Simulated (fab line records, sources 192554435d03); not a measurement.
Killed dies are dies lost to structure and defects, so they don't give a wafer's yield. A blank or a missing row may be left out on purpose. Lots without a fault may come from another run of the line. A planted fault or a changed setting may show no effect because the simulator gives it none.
Chamber matching | flow n5_finfet | N5_BEOL_M11_ILD_DEP_00 on pecvd-01: 3 sister chambers
The step deposits SiCOH lowk from DEMS/porogen, target thk 308.51 nm, time 58 s. 3 wafers are shown with their chamber, then 12 later ones without.

WAFERS WITH THEIR CHAMBER
wafer  | chamber | throttle_valve_pct (%)
L087.2 | 0       | 14.6
L087.5 | 1       | 14.6
L087.6 | 2       | 13.5

WAFERS WITHOUT THEIR CHAMBER
wafer  | throttle_valve_pct (%)
L091.4 | 14.8
L091.5 | 14.6
L091.6 | 13.3
L093.1 | 14.5
L093.4 | 14.7
L093.5 | 14.7
L096.2 | 13.4
L096.3 | 14.5
L096.6 | 14.7
L097.1 | 15.0
L097.4 | 13.6
L097.5 | 14.7

WHICH CHAMBER EACH WENT THROUGH
wafer  | from the rows above     | in truth
L091.4 | can't be placed: 0 or 1 | 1
L091.5 | can't be placed: 0 or 1 | 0
L091.6 | 2                       | 2
L093.1 | can't be placed: 0 or 1 | 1
L093.4 | can't be placed: 0 or 1 | 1
L093.5 | can't be placed: 0 or 1 | 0
L096.2 | 2                       | 2
L096.3 | can't be placed: 0 or 1 | 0
L096.6 | can't be placed: 0 or 1 | 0
L097.1 | can't be placed: 0 or 1 | 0
L097.4 | 2                       | 2
L097.5 | can't be placed: 0 or 1 | 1
Placed correctly: 3 of 12. Can't be placed from these rows: 9 (the true chamber is among the candidates in 9). Placed wrongly: 0.
How it was worked out, from the rows above alone: a wafer's distance from a chamber is the root of the sum, over the readings, of the square of ((its reading less the chamber's mean) divided by the reading's scatter). The wafer belongs to the nearest chamber; if the next one is less than 2 further off, it can't be placed. A chamber's mean is the mean of its shown wafers. The scatter: with one shown wafer a chamber, the root of the mean of the squares of how far each hidden wafer lies from its nearest shown one.
